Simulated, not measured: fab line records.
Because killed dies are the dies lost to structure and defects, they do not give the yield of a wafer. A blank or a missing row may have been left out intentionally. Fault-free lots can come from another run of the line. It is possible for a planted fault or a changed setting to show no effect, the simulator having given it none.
fab line records	flow nand_harc
record: lots: 6	wafers: 18	last_day: 33
route steps=1302 shown A_M1@1190 A_BONDPAD@1202 END@1302
lots that met no fault: from a run of the same line without faults
start_h: start of the lot's first displayed wafer, in hours after the record's first day	wait_h: time in hours since the lot's previous step	" as in the row above	L1.1+2: several wafers, shown together as one row	- no value, or no start was given	* or withheld: withheld	< > ~ a bound
route shown NAME@n: a module of which the file shows steps, and the number in the route of the first	usual: mean/standard deviation taken from wafers without a fault	same: alike in all rows	chamber/n: place in a boat	sites: the reading at each site	_std_site: standard deviation of those values	_edge_site: the outer-site mean with the inner-site mean subtracted	radius_mm: how far each site lies from the wafer's centre	mask NAME#n: copy n	behind: the most recent tool/chamber to have shaped the wafer	hold: the reason the lot was held/the length of the hold in hours/how it ended	device: the n, p or np transistor that did not switch	end of line: the same wafers' tests at the end of the route	a step given without rows: its recipe and nothing more	killed: dies that structure and defects cost at the first sort, which is not the same as the wafer's yield	map: a wafer's dies, marking killed ones x, the rest . and places with no die _
set.NAME: setting as actually run; set.NAME@STEP: the setting as run at that earlier step	model.NAME: the simulator's own value behind a step, which no gauge read
lots at selected steps of the route; one table per step, one row per wafer
services: the hour from which a tool's chamber was out of use, counted from the record's first day as start_h (under 0 if before that day), plus the number of hours and why
== steps ==
step: NHARC_A_M1_PRE_CLEAN_30
recipe: time_s: 30	temp_c: 280	gas: H2/He
usual: heater_power_w: 433/41
lot.wafer	tool	chamber	start_h	wait_h	heater_power_w
L785.3	pvd_sputter-02	-	-	-	494
L785.4	"	-	"	"	399
L785.6	"	-	"	"	480
L791.2	pvd_sputter-02	-	-	-	474
L791.4	"	-	"	"	426
L791.6	"	-	"	"	484
L790.3	pvd_sputter-03	-	-	-	362
L790.4	"	-	"	"	395
L790.6	"	-	"	"	356
L805.1	pvd_sputter-02	-	-	-	503
L805.3	"	-	"	"	495
L805.6	"	-	"	"	405
L807.4	pvd_sputter-03	-	-	-	334
L807.2	"	-	"	"	406
L807.5	"	-	"	"	376
L808.4	pvd_sputter-02	-	-	-	494
L808.3	"	-	"	"	443
L808.5	"	-	"	"	481
step: NHARC_A_M1_PVD_20
recipe: target_thk_a: 50	bias_v: 168.6	power_w: 15000	chamber_pressure_pa: 0.12	time_s: 8.06	substrate_temp_c: 50	material: TaN
usual: chamber_pressure_pa: 0.12001/0.00022	throttle_valve_pct: 30.5/1.2
lot.wafer	tool	chamber	start_h	wait_h	chamber_pressure_pa	throttle_valve_pct
L785.4	pvd_sputter-02	-	-	-	0.12004	30.0
L785.3	"	-	"	"	0.11982	30.9
L785.6	"	-	"	"	0.12034	30.0
L791.4	pvd_sputter-02	-	-	-	0.11962	30.1
L791.2	"	-	"	"	0.11975	30.9
L791.6	"	-	"	"	0.12013	29.7
L790.4	pvd_sputter-03	-	-	-	0.12024	31.7
L790.3	"	-	"	"	0.12004	30.5
L790.6	"	-	"	"	0.12002	30.2
L805.3	pvd_sputter-02	-	-	-	0.1203	30.0
L805.1	"	-	"	"	0.12011	32.8
L805.6	"	-	"	"	0.12024	30.3
L807.4	pvd_sputter-03	-	-	-	0.11982	29.9
L807.2	"	-	"	"	0.12001	30.8
L807.5	"	-	"	"	0.11992	28.1
L808.4	pvd_sputter-02	-	-	-	0.11963	32.6
L808.3	"	-	"	"	0.12002	30.5
L808.5	"	-	"	"	0.1198	31.2
step: NHARC_A_M1_PVD_21
recipe: target_thk_a: 300	chamber_pressure_pa: 5	power_w: 5000	substrate_temp_c: 30	time_s: 20.49	material: Cu
usual: chamber_pressure_pa: 5.001/0.011	throttle_valve_pct: 30.4/1.2
lot.wafer	tool	chamber	start_h	wait_h	chamber_pressure_pa	throttle_valve_pct
L785.4	pvd_sputter-02	-	-	-	5.004	32.5
L785.3	"	-	"	"	5.015	29.8
L785.6	"	-	"	"	5.003	30.9
L791.4	pvd_sputter-02	-	-	-	4.999	30.1
L791.2	"	-	"	"	5.004	32.2
L791.6	"	-	"	"	5.016	30.9
L790.3	pvd_sputter-03	-	-	-	4.993	30.5
L790.4	"	-	"	"	4.999	30.4
L790.6	"	-	"	"	5.012	31.9
L805.1	pvd_sputter-02	-	-	-	5.009	30.1
L805.3	"	-	"	"	5.002	30.7
L805.6	"	-	"	"	5.002	30.1
L807.2	pvd_sputter-03	-	-	-	5.001	31.8
L807.4	"	-	"	"	4.997	30.0
L807.5	"	-	"	"	4.999	28.2
L808.4	pvd_sputter-02	-	-	-	4.989	30.1
L808.3	"	-	"	"	5.007	32.5
L808.5	"	-	"	"	5.006	30.5
step: NHARC_A_M1_ECD_22
recipe: target_thk_a: 4000	bath_temp_c: 25	material: Cu
step: NHARC_A_M1_ANNEAL_31
recipe: temp_c: 225	time_s: 90
step: NHARC_A_M1_CMP_23
recipe: t_overpolish_s: 20	target_thk_nm: 154.34
usual: motor_current_A: 11.8/0.89	slurry_flow_ml_min: 150.1/0.46	time_to_endpoint_s: 28.4/2.3
lot.wafer	tool	chamber	start_h	wait_h	motor_current_A	slurry_flow_ml_min	time_to_endpoint_s
L785.3	cmp-01	3	532.85	-	12.8	150.1	26.8
L785.4	"	1	"	"	11.1	149.3	30.6
L785.6	"	0	"	"	11.0	150.8	28.5
L791.4	cmp-01	0	580.88	-	11.4	150.4	29.5
L791.2	"	3	"	"	12.5	150.3	28.8
L791.6	"	1	"	"	11.0	149.9	29.9
L790.3	cmp-03	0	581.23	-	11.5	149.7	27.3
L790.4	"	2	"	"	10.3	149.7	31.7
L790.6	"	0	"	"	12.3	149.8	30.5
L805.3	cmp-01	3	723.57	-	12.4	150.9	24.6
L805.1	"	2	"	"	13.1	149.7	25.7
L805.6	"	3	"	"	11.8	150.3	24.9
L807.2	cmp-02	1	746.42	-	12.9	150.5	29.0
L807.4	"	0	"	"	10.6	149.6	29.0
L807.5	"	1	"	"	12.5	150.8	28.1
L808.3	cmp-01	0	756.24	-	11.0	150.7	26.9
L808.4	"	2	"	"	12.8	150.2	25.6
L808.5	"	1	"	"	11.0	150.4	26.2
step: NHARC_A_M1_THK_MEAS_24
recipe: thk_meas_gauge: xrf
usual: thk_nm: 154.2/1.7
lot.wafer	tool	chamber	start_h	wait_h	thk_nm
L785.3	film_metro-02	-	533.17	-	154.2
L785.4	"	-	"	"	153.9
L785.6	"	-	"	"	153.1
L791.2	film_metro-01	-	581.20	-	154.7
L791.4	"	-	"	"	155.3
L791.6	"	-	"	"	156.6
L790.3	film_metro-01	-	581.55	-	157.4
L790.4	"	-	"	"	157.8
L790.6	"	-	"	"	156.3
L805.1	film_metro-01	-	723.88	-	155.9
L805.3	"	-	"	"	154.8
L805.6	"	-	"	"	157.5
L807.2	film_metro-02	-	746.73	-	154.6
L807.4	"	-	"	"	150.2
L807.5	"	-	"	"	153.9
L808.3	film_metro-02	-	756.56	-	154.6
L808.4	"	-	"	"	153.0
L808.5	"	-	"	"	154.1
step: NHARC_A_M1_SRD_25
step: NHARC_A_M1_INSPECT_27
usual: raw_defect_count: 501/100
lot.wafer	tool	chamber	start_h	wait_h	raw_defect_count
L785.3	defect_inspect-01	-	533.35	0.0	488
L785.4	"	-	"	"	418
L785.6	"	-	"	"	476
L791.2	defect_inspect-01	-	581.35	0.0	348
L791.4	"	-	"	"	508
L791.6	"	-	"	"	617
L790.3	defect_inspect-02	-	581.70	0.0	518
L790.4	"	-	"	"	406
L790.6	"	-	"	"	379
L805.1	defect_inspect-01	-	724.04	0.0	431
L805.3	"	-	"	"	399
L805.6	"	-	"	"	469
L807.2	defect_inspect-01	-	746.89	0.0	381
L807.4	"	-	"	"	443
L807.5	"	-	"	"	423
L808.3	defect_inspect-01	-	756.71	0.0	506
L808.4	"	-	"	"	559
L808.5	"	-	"	"	505
step: NHARC_A_M1_PRE_CLEAN_32
recipe: time_s: 12	temp_c: 370	rf_power_w: 300	gas: NH3
usual: heater_power_w: 692/100
lot.wafer	tool	chamber	start_h	wait_h	heater_power_w	since_wet_clean_h
L785.3	pecvd-01	1	533.43	0.1	737	27
L785.4	"	0	"	"	725	-
L785.6	"	1	"	"	722	-
L791.2	pecvd-01	1	581.55	0.2	786	75
L791.6	"	1	"	"	793	-
L791.4	"	2	"	"	573	-
L790.3	pecvd-02	0	581.80	0.1	639	161
L790.4	"	1	"	"	861	-
L790.6	"	0	"	"	634	-
L805.1	pecvd-01	2	724.11	0.1	618	36
L805.3	"	0	"	"	759	36
L805.6	"	1	"	"	864	-
L807.2	pecvd-01	2	746.98	0.1	615	59
L807.5	"	0	"	"	766	-
L807.4	"	2	"	"	610	-
L808.3	pecvd-03	2	756.78	0.1	623	15
L808.5	"	2	"	"	593	-
L808.4	"	1	"	"	708	-
step: NHARC_A_M1_DEP_33
recipe: target_thk_a: 300	temp_c: 370	target_thk_nm: 30	pressure_torr: 3	flow_sccm: 200	rf_w: 450	material: SiCN
step: NHARC_A_BONDPAD_DEP_00
recipe: target_thk_a: 2500	temp_c: 370	target_thk_nm: 250	pressure_torr: 3	flow_sccm: 200	rf_w: 450	material: SiCN
usual: chamber_pressure_Torr: 3.000/0.0069	heater_power_outer_w: 345/49	heater_power_w: 615/76
lot.wafer	tool	chamber	start_h	wait_h	chamber_pressure_Torr	heater_power_outer_w	heater_power_w	since_wet_clean_h
L785.3	pecvd-03	2	534.14	-	3.002	294	495	155
L785.4	"	0	"	"	2.991	396	669	-
L785.6	"	2	"	"	3.006	300	495	-
L791.2	pecvd-03	1	582.17	-	-	-	-	-
L791.4	"	2	"	"	-	-	-	-
L791.6	"	0	"	"	-	-	-	-
L790.3	pecvd-01	1	582.49	-	-	-	-	-
L790.4	"	2	"	"	-	-	-	-
L790.6	"	1	"	"	-	-	-	-
L805.1	pecvd-04	2	724.79	-	3.002	364	611	80
L805.3	"	0	"	"	3.002	390	697	81
L805.6	"	2	"	"	2.996	365	624	-
L807.2	pecvd-04	2	747.68	-	3.001	311	536	103
L807.4	"	0	"	"	2.991	382	685	-
L807.5	"	2	"	"	2.990	312	564	-
L808.3	pecvd-04	1	757.51	-	2.997	317	601	113
L808.5	"	2	"	"	2.987	309	548	-
L808.4	"	1	"	"	2.993	311	603	-
step: NHARC_A_BONDPAD_CMP_29
recipe: target_thk_nm: 200	material: SiCN
step: NHARC_A_BONDPAD_SRD_31
step: NHARC_END_SORT_01
recipe: temp_c: 25
usual: defect_limited_yield: 90.6/2.3	killed_at_array: 59/16	killed_at_other: 0.8/1.1	killed_at_periphery: 3.6/2.4	killed_dies: 64/16	killed_open: 3.4/1.8	killed_short: 2.5/1.6
same: gross_dies: 677
lot.wafer	tool	chamber	start_h	wait_h	defect_limited_yield[%]	killed_at_array	killed_at_other	killed_at_periphery	killed_dies	killed_open	killed_short
L791.2	prober-01	0	614.36	2.8	0	674	0	3	677	4	0
L791.4	prober-01	0	615.96	3.4	0	674	0	3	677	3	0
L791.6	prober-01	0	617.56	4.0	0	676	0	1	677	3	1
L790.3	prober-02	0	615.20	3.1	0	675	0	2	677	2	0
L790.4	prober-02	0	616.01	3.4	0	674	1	2	677	4	2
L790.6	prober-02	0	617.62	4.0	0	672	2	3	677	7	6
killed by level:class
L791.2 A_BONDPAD:area_dep=599 A_CHANNEL_HOLE_D2:chamber_film_flake=36 A_SLIT:chamber_film_flake=28 A_STAIRCASE:chamber_film_flake=4 A_CONTACT:chamber_film_flake=2 A_CHANNEL_FILL_D1:geometric_particle:open=1 A_CHANNEL_FILL_D2:geometric_particle:open=1 A_WL_FILL:geometric_particle:open=1
L790.3 A_BONDPAD:area_dep=600 A_CHANNEL_HOLE_D1:chamber_film_flake=41 A_CHANNEL_HOLE_D2:chamber_film_flake=17 A_STAIRCASE:chamber_film_flake=8 P_ZERO_WELL:chamber_film_flake=2 A_CHANNEL_FILL_D1:chamber_film_flake=2 A_SLIT:chamber_film_flake=2 A_ONON_D2:geometric_particle:open=1
L791.4 A_BONDPAD:area_dep=604 A_CHANNEL_HOLE_D2:chamber_film_flake=36 A_SLIT:chamber_film_flake=24 A_CONTACT:chamber_film_flake=4 A_STAIRCASE:chamber_film_flake=2 P_CONTACT:geometric_particle:open=1 P_M0:geometric_particle:open=1 A_BLC:geometric_particle:open=1
L790.4 A_BONDPAD:area_dep=627 A_CHANNEL_HOLE_D1:chamber_film_flake=29 A_CHANNEL_HOLE_D2:chamber_film_flake=6 A_STAIRCASE:chamber_film_flake=3 A_SOURCE_PLATE:geometric_particle:open=1 A_CHANNEL_FILL_D1:geometric_particle:open=1 A_DECK1_JOINT:chamber_film_flake=1 A_DECK1_JOINT:geometric_particle:short=1
L791.6 A_BONDPAD:area_dep=605 A_CHANNEL_HOLE_D2:chamber_film_flake=33 A_SLIT:chamber_film_flake=24 A_CHANNEL_HOLE_D1:chamber_film_flake=4 A_CONTACT:chamber_film_flake=4 A_ONON_D1:geometric_particle:open=1 A_CHANNEL_HOLE_D2:geometric_particle:short=1 A_WL_FILL:geometric_particle:open=1
L790.6 A_BONDPAD:area_dep=604 A_CHANNEL_HOLE_D1:chamber_film_flake=42 A_CHANNEL_HOLE_D2:chamber_film_flake=5 A_STAIRCASE:chamber_film_flake=4 A_CHANNEL_FILL_D1:geometric_particle:short=2 A_CONTACT:chamber_film_flake=2 THIN_TSV:chamber_film_flake=2 P_CONTACT:geometric_particle:open=1
map L790.3 (x killed, . not)
____________x____________
_________xxxxxxx_________
_______xxxxxxxxxxx_______
______xxxxxxxxxxxxx______
_____xxxxxxxxxxxxxxx_____
____xxxxxxxxxxxxxxxxx____
____xxxxxxxxxxxxxxxxx____
___xxxxxxxxxxxxxxxxxxx___
___xxxxxxxxxxxxxxxxxxx___
__xxxxxxxxxxxxxxxxxxxxx__
__xxxxxxxxxxxxxxxxxxxxx__
_xxxxxxxxxxxxxxxxxxxxxxx_
_xxxxxxxxxxxxxxxxxxxxxxx_
_xxxxxxxxxxxxxxxxxxxxxxx_
_xxxxxxxxxxxxxxxxxxxxxxx_
_xxxxxxxxxxxxxxxxxxxxxxx_
xxxxxxxxxxxxxxxxxxxxxxxxx
xxxxxxxxxxxxxxxxxxxxxxxxx
xxxxxxxxxxxxxxxxxxxxxxxxx
xxxxxxxxxxxxxxxxxxxxxxxxx
xxxxxxxxxxxxxxxxxxxxxxxxx
_xxxxxxxxxxxxxxxxxxxxxxx_
_xxxxxxxxxxxxxxxxxxxxxxx_
_xxxxxxxxxxxxxxxxxxxxxxx_
_xxxxxxxxxxxxxxxxxxxxxxx_
_xxxxxxxxxxxxxxxxxxxxxxx_
__xxxxxxxxxxxxxxxxxxxxx__
__xxxxxxxxxxxxxxxxxxxxx__
___xxxxxxxxxxxxxxxxxxx___
___xxxxxxxxxxxxxxxxxxx___
____xxxxxxxxxxxxxxxxx____
____xxxxxxxxxxxxxxxxx____
_____xxxxxxxxxxxxxxx_____
______xxxxxxxxxxxxx______
_______xxxxxxxxxxx_______
_________xxxxxxx_________
____________x____________
map L791.2 (x killed, . not)
____________x____________
_________xxxxxxx_________
_______xxxxxxxxxxx_______
______xxxxxxxxxxxxx______
_____xxxxxxxxxxxxxxx_____
____xxxxxxxxxxxxxxxxx____
____xxxxxxxxxxxxxxxxx____
___xxxxxxxxxxxxxxxxxxx___
___xxxxxxxxxxxxxxxxxxx___
__xxxxxxxxxxxxxxxxxxxxx__
__xxxxxxxxxxxxxxxxxxxxx__
_xxxxxxxxxxxxxxxxxxxxxxx_
_xxxxxxxxxxxxxxxxxxxxxxx_
_xxxxxxxxxxxxxxxxxxxxxxx_
_xxxxxxxxxxxxxxxxxxxxxxx_
_xxxxxxxxxxxxxxxxxxxxxxx_
xxxxxxxxxxxxxxxxxxxxxxxxx
xxxxxxxxxxxxxxxxxxxxxxxxx
xxxxxxxxxxxxxxxxxxxxxxxxx
xxxxxxxxxxxxxxxxxxxxxxxxx
xxxxxxxxxxxxxxxxxxxxxxxxx
_xxxxxxxxxxxxxxxxxxxxxxx_
_xxxxxxxxxxxxxxxxxxxxxxx_
_xxxxxxxxxxxxxxxxxxxxxxx_
_xxxxxxxxxxxxxxxxxxxxxxx_
_xxxxxxxxxxxxxxxxxxxxxxx_
__xxxxxxxxxxxxxxxxxxxxx__
__xxxxxxxxxxxxxxxxxxxxx__
___xxxxxxxxxxxxxxxxxxx___
___xxxxxxxxxxxxxxxxxxx___
____xxxxxxxxxxxxxxxxx____
____xxxxxxxxxxxxxxxxx____
_____xxxxxxxxxxxxxxx_____
______xxxxxxxxxxxxx______
_______xxxxxxxxxxx_______
_________xxxxxxx_________
____________x____________
== services ==
tool	chamber	start_h	hours	kind
cmp-02	-	527.10	4.0	pm
pvd_sputter-03	-	536.95	10.0	pm
pecvd-03	-	547.61	13.0	pm
cmp-03	-	549.74	12.9	repair
cmp-03	-	562.68	4.0	pm
cmp-03	-	582.90	0.7	repair
pecvd-02	-	589.24	13.0	pm
pvd_sputter-03	-	589.74	2.0	repair
cmp-01	-	596.16	4.0	pm
cmp-03	-	597.02	0.5	repair
pecvd-03	1	603.37	4.4	repair
pecvd-04	-	631.37	13.0	pm
cmp-01	-	636.56	0.3	repair
pvd_sputter-02	-	638.00	10.0	pm
pvd_sputter-02	-	648.77	6.2	repair
cmp-01	-	658.03	6.7	repair
pecvd-01	-	674.85	13.0	pm
cmp-01	-	676.33	0.9	repair
pecvd-03	-	688.60	0.3	repair
pecvd-01	2	689.93	17.6	repair
cmp-01	-	694.16	4.0	pm
pvd_sputter-03	-	714.98	10.0	pm
pecvd-03	-	728.61	13.0	pm
pvd_sputter-02	-	746.53	3.1	repair
== key ==
first_sign: step: NHARC_A_BONDPAD_DEP_00	reading: tool_record	direction: missing
effect: step: NHARC_END_SORT_01	reading: defect_limited_yield	direction: down	sigmas: 39	usual: 90.6	struck: 0
more_kills_born_at: NHARC_A_BONDPAD_DEP_00@pecvd-01: 1831	NHARC_A_BONDPAD_DEP_00@pecvd-03: 1808
met_at NHARC_A_BONDPAD_DEP_00
struck_wafers L790.3,L790.4,L790.6,L791.2,L791.4,L791.6
later_rows_left_out L790.3,L790.4,L790.6,L791.2,L791.4,L791.6
onset_between 534.14 582.17
fault: kind: skipped_step_whole	tool: pecvd-01,pecvd-03	chamber: -	onset_h: 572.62	steps: NHARC_A_BONDPAD_DEP_00	scope: struck_lots_only
later_rows_left_out: the simulator's readings of these wafers behind a module that went badly wrong aren't trusted and aren't shown, but for the sort
